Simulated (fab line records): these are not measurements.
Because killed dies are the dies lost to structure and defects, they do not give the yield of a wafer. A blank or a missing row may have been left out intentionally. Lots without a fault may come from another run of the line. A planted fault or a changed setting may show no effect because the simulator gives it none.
Split-lot experiment + flow n5-finfet + 39 wafers read across 7 lots, on a route 1938 steps long

THE SPLIT ITSELF
At N5_DUMMY_GATE_ETCH_44 (etches poly-Si in HBr/O2, stops on SiO2, target depth 127.5 nm), the setting target-depth-a was moved away from the recipe's 1275 angstrom on 12 of the 39 wafers read, by -43.7% to +29.1%. For the rest of the wafers, this setting stayed at what the recipe calls for.

The reading is taken at the split's own step.

THE READING
oes-product-au, in a.u., at N5_DUMMY_GATE_ETCH_44 (etches poly-Si in HBr/O2, stops on SiO2, target depth 127.5 nm). A value of 0.726 a.u. with a standard deviation of 0.012 a.u. is what fault-free wafers of this fab line usually give.

| wafer  | tool, chamber at the split | target-depth-a as run, angstrom | against the recipe | oes-product-au, a.u. | against lot-mates on the recipe |
|--------|----------------------------|---------------------------------|--------------------|----------------------|---------------------------------|
| L074.1 | rie-si-06, 2               | 1275                            | recipe             | 0.725                | -                               |
| L074.2 | rie-si-06, 1               | 1275                            | recipe             | 0.726                | -                               |
| L074.3 | rie-si-06, 0               | 718                             | -43.7%             | 0.991                | +0.263                          |
| L074.4 | rie-si-06, 3               | 718                             | -43.7%             | 1.006                | +0.278                          |
| L074.5 | rie-si-06, 2               | 718                             | -43.7%             | 0.989                | +0.261                          |
| L074.6 | rie-si-06, 1               | 1275                            | recipe             | 0.734                | -                               |
| L081.2 | rie-si-06, 1               | 1275                            | recipe             | 0.744                | -                               |
| L081.3 | rie-si-06, 0               | 1275                            | recipe             | 0.730                | -                               |
| L081.4 | rie-si-06, 3               | 1275                            | recipe             | 0.719                | -                               |
| L082.1 | rie-si-02, 1               | 838.1                           | -34.3%             | 0.901                | +0.170                          |
| L082.2 | rie-si-02, 0               | 838.1                           | -34.3%             | 0.893                | +0.162                          |
| L082.3 | rie-si-02, 3               | 838.1                           | -34.3%             | 0.888                | +0.157                          |
| L082.4 | rie-si-02, 2               | 1275                            | recipe             | 0.742                | -                               |
| L082.5 | rie-si-02, 0               | 1275                            | recipe             | 0.723                | -                               |
| L082.6 | rie-si-02, 1               | 1275                            | recipe             | 0.728                | -                               |
| L087.1 | rie-si-02, 3               | 1585                            | +24.3%             | 0.637                | -0.087                          |
| L087.2 | rie-si-02, 0               | 1585                            | +24.3%             | 0.655                | -0.069                          |
| L087.3 | rie-si-02, 1               | 1275                            | recipe             | 0.728                | -                               |
| L087.4 | rie-si-02, 2               | 1275                            | recipe             | 0.740                | -                               |
| L087.5 | rie-si-02, 3               | 1275                            | recipe             | 0.704                | -                               |
| L087.6 | rie-si-02, 2               | 1585                            | +24.3%             | 0.667                | -0.057                          |
| L088.1 | rie-si-02, 1               | 1275                            | recipe             | 0.724                | -                               |
| L088.2 | rie-si-02, 0               | 1275                            | recipe             | 0.723                | -                               |
| L088.3 | rie-si-02, 2               | 1275                            | recipe             | 0.733                | -                               |
| L088.4 | rie-si-02, 3               | 1275                            | recipe             | 0.697                | -                               |
| L088.5 | rie-si-02, 3               | 1275                            | recipe             | 0.691                | -                               |
| L088.6 | rie-si-02, 0               | 1275                            | recipe             | 0.726                | -                               |
| L092.1 | rie-si-03, 2               | 1275                            | recipe             | 0.729                | -                               |
| L092.2 | rie-si-03, 0               | 1275                            | recipe             | 0.723                | -                               |
| L092.3 | rie-si-03, 1               | 1275                            | recipe             | 0.735                | -                               |
| L092.4 | rie-si-03, 3               | 1275                            | recipe             | 0.739                | -                               |
| L092.5 | rie-si-03, 2               | 1275                            | recipe             | 0.729                | -                               |
| L092.6 | rie-si-03, 3               | 1275                            | recipe             | 0.741                | -                               |
| L093.1 | rie-si-02, 2               | 1646                            | +29.1%             | 0.659                | -0.068                          |
| L093.2 | rie-si-02, 1               | 1275                            | recipe             | 0.727                | -                               |
| L093.3 | rie-si-02, 0               | 1275                            | recipe             | 0.729                | -                               |
| L093.4 | rie-si-02, 3               | 1646                            | +29.1%             | 0.629                | -0.098                          |
| L093.5 | rie-si-02, 1               | 1275                            | recipe             | 0.725                | -                               |
| L093.6 | rie-si-02, 2               | 1646                            | +29.1%             | 0.663                | -0.064                          |

THE FIT
A straight line over all 39 wafers: oes-product-au changes by -0.00468 a.u. for each +1% of target-depth-a; r = -0.96; the points scatter about the line by 0.027 a.u.
The same after taking each lot's own level away (the mean of its wafers on the recipe; 39 wafers): -0.00462 a.u. for each +1%; r = -0.96; scatter 0.026 a.u.
The reading moves by 0.2 a.u. for the largest change in target-depth-a, on that fit.
Across the lots, their own levels run from 0.7157 to 0.7327 a.u., a range of 1.4 times the standard deviation given above.
Hence the lot-to-lot level has little effect on the slope; both slopes agree.
Check: for one of the wafers moved furthest among these (-43.7%), held out of the fit, the line's prediction against its lot-mates is +0.206 a.u. It came out at +0.263 a.u. against them.
Tool readings at the split's step, against how far the setting was moved: oes-product-au r = -0.96.

THE FILE'S OWN FIT
oes-product-au changes by -0.00469 a.u. for each +1% of target-depth-a, r = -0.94.
